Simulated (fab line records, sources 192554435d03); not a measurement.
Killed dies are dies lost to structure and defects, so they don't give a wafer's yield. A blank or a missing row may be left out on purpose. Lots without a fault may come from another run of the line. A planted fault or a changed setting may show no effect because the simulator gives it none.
Chamber matching | flow n5_finfet | N5_BEOL_M0_SAQP_ETCH_107 on rie_diel-01: 4 sister chambers
The step etches SiNx in CH3F/O2, target depth 30 nm. 24 wafers are shown with their chamber, then 12 later ones without.

WAFERS WITH THEIR CHAMBER
wafer  | chamber | drypump_motor_current_A (A) | showerhead_plenum_p_Torr (Torr) | throttle_valve_pct (%)
L074.2 | 2       | 6.4                         | 2.08                            | 16.61
L074.5 | 1       | 5.8                         | 2.13                            | 16.08
L074.6 | 2       | 6.3                         | 2.08                            | 16.62
L076.2 | 2       | 6.3                         | 2.08                            | 16.62
L076.4 | 0       | 6.0                         | 2.05                            | 16.55
L076.6 | 2       | 6.4                         | 2.08                            | 16.64
L077.1 | 0       | 6.0                         | 2.05                            | 16.55
L077.3 | 2       | 6.4                         | 2.08                            | 16.64
L077.5 | 1       | 5.8                         | 2.13                            | 16.11
L078.1 | 0       | 6.0                         | 2.05                            | 16.54
L078.3 | 2       | 6.3                         | 2.07                            | 16.63
L078.6 | 3       | 4.9                         | 2.06                            | 16.41
L080.1 | 1       | 5.8                         | 2.13                            | 16.10
L080.3 | 0       | 6.0                         | 2.05                            | 16.57
L080.6 | 2       | 6.4                         | 2.07                            | 16.66
L084.3 | 2       | 6.3                         | 2.07                            | 16.66
L084.5 | 0       | 6.0                         | 2.05                            | 16.56
L084.6 | 1       | 5.8                         | 2.13                            | 16.12
L087.2 | 2       | 6.4                         | 2.07                            | 16.67
L087.5 | 2       | 6.4                         | 2.07                            | 16.68
L087.6 | 0       | 6.0                         | 2.05                            | 16.58
L089.2 | 2       | 6.3                         | 2.07                            | 16.69
L089.3 | 3       | 4.9                         | 2.06                            | 15.98
L089.6 | 1       | 5.8                         | 2.12                            | 16.14

SIGNATURES (means of the wafers above)
reading                  | chamber 0 | chamber 1 | chamber 2 | chamber 3 | scatter within a chamber
drypump_motor_current_A  | 6.000     | 5.800     | 6.355     | 4.900     | 0.0369
showerhead_plenum_p_Torr | 2.0500    | 2.1280    | 2.0745    | 2.0600    | 0.0042
throttle_valve_pct       | 16.5583   | 16.1100   | 16.6473   | 16.1950   | 0.0716
Rule: a wafer's distance from a chamber is the root of the sum, over the readings, of the square of ((its reading less the chamber's mean) divided by the reading's scatter). The wafer belongs to the nearest chamber; if the next one is less than 2 further off, it can't be placed. The scatter: the root of (the sum of the squares of (reading less its chamber's mean) over the shown wafers, divided by (wafers less chambers)).

WAFERS WITHOUT THEIR CHAMBER
wafer  | drypump_motor_current_A (A) | showerhead_plenum_p_Torr (Torr) | throttle_valve_pct (%)
L091.4 | 4.8                         | 2.06                            | 15.97
L091.5 | 6.4                         | 2.06                            | 16.68
L091.6 | 5.8                         | 2.12                            | 16.14
L094.2 | 6.0                         | 2.04                            | 16.13
L094.3 | 4.9                         | 2.06                            | 16.00
L094.4 | 5.8                         | 2.12                            | 16.16
L095.1 | 6.0                         | 2.04                            | 16.14
L095.3 | 5.8                         | 2.12                            | 16.18
L095.4 | 6.4                         | 2.06                            | 16.70
L097.1 | 6.0                         | 2.04                            | 16.14
L097.4 | 5.8                         | 2.12                            | 16.17
L097.5 | 4.8                         | 2.05                            | 16.01

WHICH CHAMBER EACH WENT THROUGH
wafer  | from the rows above | in truth
L091.4 | 3                   | 3
L091.5 | 2                   | 2
L091.6 | 1                   | 1
L094.2 | 0                   | 0
L094.3 | 3                   | 3
L094.4 | 1                   | 1
L095.1 | 0                   | 0
L095.3 | 1                   | 1
L095.4 | 2                   | 2
L097.1 | 0                   | 0
L097.4 | 1                   | 1
L097.5 | 3                   | 3
Placed correctly: 12 of 12. Can't be placed from these rows: 0. Placed wrongly: 0.
